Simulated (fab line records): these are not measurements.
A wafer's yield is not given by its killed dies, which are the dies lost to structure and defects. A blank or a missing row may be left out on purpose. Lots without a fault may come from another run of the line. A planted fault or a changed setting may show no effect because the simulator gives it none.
Chamber matching | flow nandHarc | rieDiel-07 running NHARC_A_STAIRCASE_ETCH_292: 4 sister chambers
The step etches the open film in CF4/CHF3. 8 wafers are shown with their chamber, then 7 later ones without.

== WAFERS PAIRED WITH THEIR CHAMBERS ==
wafer  | chamber | drypumpMotorCurrentA (A) | showerheadPlenumPTorr (Torr)
L075.4 | 1       | 6.3                      | 1.51
L075.5 | 3       | 4.8                      | 1.50
L085.4 | 2       | 5.9                      | 1.56
L085.5 | 2       | 5.9                      | 1.56
L087.5 | 1       | 6.3                      | 1.51
L087.6 | 0       | 5.8                      | 1.55
L090.2 | 0       | 5.8                      | 1.55
L090.5 | 3       | 4.9                      | 1.49

== WAFERS WITH NO CHAMBER GIVEN ==
wafer  | drypumpMotorCurrentA (A) | showerheadPlenumPTorr (Torr)
L090.6 | 5.9                      | 1.56
L092.2 | 5.9                      | 1.54
L092.3 | 5.9                      | 1.55
L092.5 | 4.9                      | 1.49
L097.1 | 5.9                      | 1.55
L097.4 | 5.8                      | 1.54
L097.5 | 5.8                      | 1.54

== CHAMBER TAKEN BY EACH ==
wafer  | from the rows above     | in truth
L090.6 | 2                       | 2
L092.2 | can't be placed: 0 or 2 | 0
L092.3 | can't be placed: 0 or 2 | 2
L092.5 | 3                       | 3
L097.1 | can't be placed: 0 or 2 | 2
L097.4 | 0                       | 0
L097.5 | 0                       | 0
Correct placement for 4 of the 7. These rows do not allow placing 3 (true chamber among the candidates in 3). Placed wrongly: 0.
How it was worked out, from the rows above alone: a wafer's distance from a chamber is the root of the sum, over the readings, of the square of ((its reading less the chamber's mean) divided by the reading's scatter). If the next closest chamber is less than 2 further off than the closest, the wafer can't be placed; otherwise it belongs to the closest. For every chamber, the mean is computed from those of its wafers that are shown. The scatter: take each reading less its chamber's mean, square it, sum over the shown wafers, divide by the number of wafers less the number of chambers, and take the root.
